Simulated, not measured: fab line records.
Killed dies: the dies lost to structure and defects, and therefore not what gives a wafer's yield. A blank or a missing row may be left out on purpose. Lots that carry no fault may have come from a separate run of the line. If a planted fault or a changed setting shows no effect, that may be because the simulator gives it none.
Matching of chambers :: flow n5 finfet :: 4 sister chambers for N5_BEOL_M5_VIA_ETCH_34 on rie diel-01
The step etches SiCOH lowk in C4F6/O2, target depth 88.3 nm, time 39.2 s. 8 wafers are shown with their chamber, then 9 later ones without.

== WAFERS PAIRED WITH THEIR CHAMBERS ==
wafer: L074.3
chamber: 2
rf vpp V (V): 673
showerhead plenum p Torr (Torr): 2.80

wafer: L075.3
chamber: 1
rf vpp V (V): 676
showerhead plenum p Torr (Torr): 2.89

wafer: L087.2
chamber: 3
rf vpp V (V): 651
showerhead plenum p Torr (Torr): 2.71

wafer: L087.3
chamber: 0
rf vpp V (V): 643
showerhead plenum p Torr (Torr): 2.86

wafer: L087.6
chamber: 0
rf vpp V (V): 642
showerhead plenum p Torr (Torr): 2.86

wafer: L088.1
chamber: 1
rf vpp V (V): 675
showerhead plenum p Torr (Torr): 2.88

wafer: L088.2
chamber: 3
rf vpp V (V): 650
showerhead plenum p Torr (Torr): 2.71

wafer: L088.4
chamber: 2
rf vpp V (V): 670
showerhead plenum p Torr (Torr): 2.79

== WAFERS WHOSE CHAMBER IS MISSING ==
wafer: L091.1
rf vpp V (V): 643
showerhead plenum p Torr (Torr): 2.86

wafer: L091.3
rf vpp V (V): 654
showerhead plenum p Torr (Torr): 2.71

wafer: L091.4
rf vpp V (V): 674
showerhead plenum p Torr (Torr): 2.88

wafer: L094.2
rf vpp V (V): 652
showerhead plenum p Torr (Torr): 2.71

wafer: L094.3
rf vpp V (V): 673
showerhead plenum p Torr (Torr): 2.88

wafer: L094.5
rf vpp V (V): 672
showerhead plenum p Torr (Torr): 2.78

wafer: L096.2
rf vpp V (V): 674
showerhead plenum p Torr (Torr): 2.87

wafer: L096.3
rf vpp V (V): 671
showerhead plenum p Torr (Torr): 2.78

wafer: L096.4
rf vpp V (V): 650
showerhead plenum p Torr (Torr): 2.71

== WHICH CHAMBER EACH WENT THROUGH ==
wafer: L091.1
from the rows above: 0
in truth: 0

wafer: L091.3
from the rows above: 3
in truth: 3

wafer: L091.4
from the rows above: 1
in truth: 1

wafer: L094.2
from the rows above: 3
in truth: 3

wafer: L094.3
from the rows above: 1
in truth: 1

wafer: L094.5
from the rows above: 2
in truth: 2

wafer: L096.2
from the rows above: 1
in truth: 1

wafer: L096.3
from the rows above: 2
in truth: 2

wafer: L096.4
from the rows above: 3
in truth: 3
Correct placement for 9 of the 9. Not placeable from these rows: 0. Wrongly placed: 0.
How it was worked out, from the rows above alone: a wafer's distance from a chamber is the root of the sum, over the readings, of the square of ((its reading less the chamber's mean) divided by the reading's scatter). If the next closest chamber is less than 2 further off than the closest, the wafer can't be placed; otherwise it belongs to the closest. The mean given for a chamber averages the wafers shown for that chamber. The scatter is the square root of a quotient: the sum, over the shown wafers, of each reading's squared deviation from its chamber's mean, divided by wafers minus chambers.
